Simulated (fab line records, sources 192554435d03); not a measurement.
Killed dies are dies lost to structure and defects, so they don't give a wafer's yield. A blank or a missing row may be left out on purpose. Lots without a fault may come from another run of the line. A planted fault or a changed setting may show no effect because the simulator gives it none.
Chamber matching | flow n5_finfet | N5_PMOS_HMC_CHANNEL_EPI_STRIP_33 on rie_diel-03: 4 sister chambers
The step strips in N2/H2. 4 wafers are shown with their chamber, then 8 later ones without.

WAFERS WITH THEIR CHAMBER
wafer  | chamber | drypump_motor_current_A (A)
L081.5 | 1       | 6.1
L083.6 | 2       | 5.8
L086.3 | 0       | 4.9
L088.1 | 3       | 6.7

WAFERS WITHOUT THEIR CHAMBER
wafer  | drypump_motor_current_A (A)
L088.4 | 5.8
L088.6 | 5.8
L089.1 | 5.8
L089.2 | 6.7
L089.3 | 6.1
L096.1 | 5.8
L096.3 | 4.9
L096.5 | 6.0

WHICH CHAMBER EACH WENT THROUGH
wafer  | from the rows above | in truth
L088.4 | 2                   | 2
L088.6 | 2                   | 2
L089.1 | 2                   | 2
L089.2 | 3                   | 3
L089.3 | 1                   | 1
L096.1 | 2                   | 2
L096.3 | 0                   | 0
L096.5 | 1                   | 1
Placed correctly: 8 of 8. Can't be placed from these rows: 0. Placed wrongly: 0.
How it was worked out, from the rows above alone: a wafer's distance from a chamber is the root of the sum, over the readings, of the square of ((its reading less the chamber's mean) divided by the reading's scatter). The wafer belongs to the nearest chamber; if the next one is less than 2 further off, it can't be placed. A chamber's mean is the mean of its shown wafers. The scatter: with one shown wafer a chamber, the root of the mean of the squares of how far each hidden wafer lies from its nearest shown one.
